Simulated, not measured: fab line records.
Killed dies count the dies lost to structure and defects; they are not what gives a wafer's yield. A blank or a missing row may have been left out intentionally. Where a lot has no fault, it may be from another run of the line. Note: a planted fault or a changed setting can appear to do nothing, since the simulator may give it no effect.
Matching of chambers ; flow n5_finfet ; 4 sister chambers for N5_MOL_CONTACT_COAG_DESCUM_45 on rie_diel-02
The step chemistry O2, time 7 s. 4 wafers are shown with their chamber, then 11 later ones without.

== WAFERS, EACH WITH ITS CHAMBER ==
wafer;chamber;showerhead_plenum_p_Torr (Torr)
L083.5;1;2.06
L089.5;0;2.20
L089.6;3;2.10
L092.1;2;2.09

== WAFERS MISSING THEIR CHAMBER ==
wafer;showerhead_plenum_p_Torr (Torr)
L092.3;2.20
L092.4;2.05
L093.2;2.10
L093.4;2.05
L093.5;2.09
L095.2;2.10
L095.3;2.05
L095.5;2.05
L097.1;2.10
L097.3;2.19
L097.5;2.19

== THE CHAMBER EACH PASSED THROUGH ==
wafer;from the rows above;in truth
L092.3;0;0
L092.4;1;1
L093.2;can't be placed: 3 or 2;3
L093.4;1;1
L093.5;can't be placed: 2 or 3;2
L095.2;can't be placed: 3 or 2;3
L095.3;1;1
L095.5;1;1
L097.1;can't be placed: 3 or 2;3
L097.3;0;0
L097.5;0;0
Correctly placed: 7 of 11. Unplaceable from these rows: 4, with the true chamber sitting among the candidates in 4. Wrongly placed: 0.
How it was worked out, from the rows above alone: a wafer's distance from a chamber is the root of the sum, over the readings, of the square of ((its reading less the chamber's mean) divided by the reading's scatter). If the next closest chamber is less than 2 further off than the closest, the wafer can't be placed; otherwise it belongs to the closest. For every chamber, the mean is computed from those of its wafers that are shown. The scatter (one wafer shown for each chamber): square how far every hidden wafer sits from the nearest shown wafer, average those squares and take the square root.
